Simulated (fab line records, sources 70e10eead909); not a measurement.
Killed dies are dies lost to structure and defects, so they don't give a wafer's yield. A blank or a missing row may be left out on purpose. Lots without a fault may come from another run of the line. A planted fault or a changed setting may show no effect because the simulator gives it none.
Problem report in the 8D (eight disciplines) form, filled by code | flow nand_harc | the parts of the form that need people (team, actions taken, sign-off) are left out

1. THE PROBLEM
rf_fwd_power_W at NHARC_A_M1_ETCH_15 reads a mean of 501.6 W on 2 wafers of 2 lots; wafers without a fault read 595.7 W with a standard deviation of 2.2. That is -43 standard deviations from the usual mean.
The step: etches the open film in C4F8/Ar, target depth 182.5 nm, time 91.2 s.
First seen on wafer L342.2, day 27 12:49, on rie_diel-02. The record holds 42 wafers of 14 lots with a number at this step. Rule for "out", or "out of limits": more than 4 standard deviations from the usual mean. The other wafers with a number count as sound.

2. WHAT IT IS AND WHAT IT IS NOT
question                    | is                | is not
which readings at this step | rf_fwd_power_W    | rf_vpp_V
which lots                  | L342, L343        | L332, L333, L341, L344, L345, L349, L350, L351, L352, L353, L354, L355
which wafers of those lots  | L342.2, L343.1    | L342.1, L342.6, L343.2, L343.3
read on which tools         | rie_diel-02       | rie_diel-03, rie_diel-04
when                        | from day 27 12:49 | up to then (11 sound wafers); but 29 sound wafers of L343, L344, L345, L349, L350, L351, L352, L353, L354, L355 came after

3. SUSPECTS, AND WHAT RULES EACH OUT
Counting: a tool at a process step up to the reading stays a suspect if it ran every lot that is out. Sound lots after the first of them don't rule it out here, since some wafers of a struck lot are sound.
- rie_diel-02 at NHARC_A_M1_ETCH_15 (etches the open film in C4F8/Ar, target depth 182.5 nm, time 91.2 s): kept. It ran every lot that is out, first L342 (day 27 12:49); its last sound lot up to then is L332 (day 23 01:42). Its own readings are out on those wafers: rf_fwd_power_W.
- Within rie_diel-02 at NHARC_A_M1_ETCH_15: the wafers that are out ran in chamber 2; their sound lot-mates ran in chambers 0, 1, 3.
Left after counting: rie_diel-02 at NHARC_A_M1_ETCH_15.

4. THE CAUSE (what the simulator had put in)
Process parameter drift: rie_diel-02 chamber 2, from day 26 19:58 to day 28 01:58, at NHARC_A_M1_ETCH_15. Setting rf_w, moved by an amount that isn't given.
Counting left only this tool.

5. THE CHAIN OF EFFECTS, in route order
Each row: a reading whose mean over the struck wafers that have a number lies more than 3 standard deviations from the usual. Only readings for which the record gives a usual standard deviation are gone through. hours: the time from each lot's start at the first step in this table that gives one to its start at this step, as a median over the lots. sigmas: the change in usual standard deviations.
hours | step               | reading        | usual      | on struck wafers | change | sigmas
0     | NHARC_A_M1_ETCH_15 | oes_product_au | 0.949 a.u. | 0.867            | -0.082 | -3.5
0     | NHARC_A_M1_ETCH_15 | rf_fwd_power_W | 595.7 W    | 501.6            | -94.1  | -43
The process steps in it:
- NHARC_A_M1_ETCH_15: etches the open film in C4F8/Ar, target depth 182.5 nm, time 91.2 s.

6. WHAT WOULD HAVE CAUGHT IT SOONER
In this record the first reading out of limits was taken at day 27 12:49, 17 hours after the fault began at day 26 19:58.
